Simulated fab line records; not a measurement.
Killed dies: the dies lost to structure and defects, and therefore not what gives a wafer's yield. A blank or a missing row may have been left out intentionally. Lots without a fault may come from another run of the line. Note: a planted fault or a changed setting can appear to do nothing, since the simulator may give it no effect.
Chamber matching + flow nand_harc + 3 sister chambers for NHARC_THIN_TSV_DEP_47 on pecvd-03
The step deposits SiO2, target thk 200 nm. 6 wafers are shown with their chamber, then 7 later ones without.

## WAFERS PAIRED WITH THEIR CHAMBERS
| wafer  | chamber | throttle_valve_pct (%) | chamber_pressure_Torr (Torr) |
|--------|---------|------------------------|------------------------------|
| L647.3 | 0       | 16.7                   | 6.537                        |
| L647.6 | 0       | 16.7                   | 6.501                        |
| L649.1 | 1       | 16.9                   | 6.517                        |
| L649.6 | 2       | 16.6                   | 6.506                        |
| L648.4 | 2       | 16.4                   | 6.508                        |
| L648.5 | 1       | 16.8                   | 6.516                        |

## WAFERS WITH NO CHAMBER GIVEN
| wafer  | throttle_valve_pct (%) | chamber_pressure_Torr (Torr) |
|--------|------------------------|------------------------------|
| L648.6 | 16.7                   | 6.505                        |
| L652.2 | 17.0                   | 6.533                        |
| L652.5 | 16.4                   | 6.505                        |
| L652.6 | 16.9                   | 6.496                        |
| L656.4 | 16.7                   | 6.505                        |
| L656.5 | 17.1                   | 6.480                        |
| L656.6 | 16.8                   | 6.479                        |

## CHAMBER TAKEN BY EACH
| wafer  | from the rows above          | in truth |
|--------|------------------------------|----------|
| L648.6 | can't be placed: 0 or 1 or 2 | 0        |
| L652.2 | can't be placed: 1 or 0      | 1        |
| L652.5 | 2                            | 2        |
| L652.6 | can't be placed: 1 or 0      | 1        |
| L656.4 | can't be placed: 0 or 1 or 2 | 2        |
| L656.5 | can't be placed: 1 or 0      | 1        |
| L656.6 | can't be placed: 1 or 0 or 2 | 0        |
1 of 7 placed correctly. Cannot be placed on the basis of these rows: 6; the candidates contain the true chamber in 6. Placed wrongly: 0.
How it was worked out, from the rows above alone: a wafer's distance from a chamber is the root of the sum, over the readings, of the square of ((its reading less the chamber's mean) divided by the reading's scatter). If the next closest chamber is less than 2 further off than the closest, the wafer can't be placed; otherwise it belongs to the closest. A chamber's mean is the mean of its shown wafers. How the scatter is found: for the shown wafers, subtract from each reading the mean of its chamber, square and add these, divide the total by (wafers less chambers), then take the root.
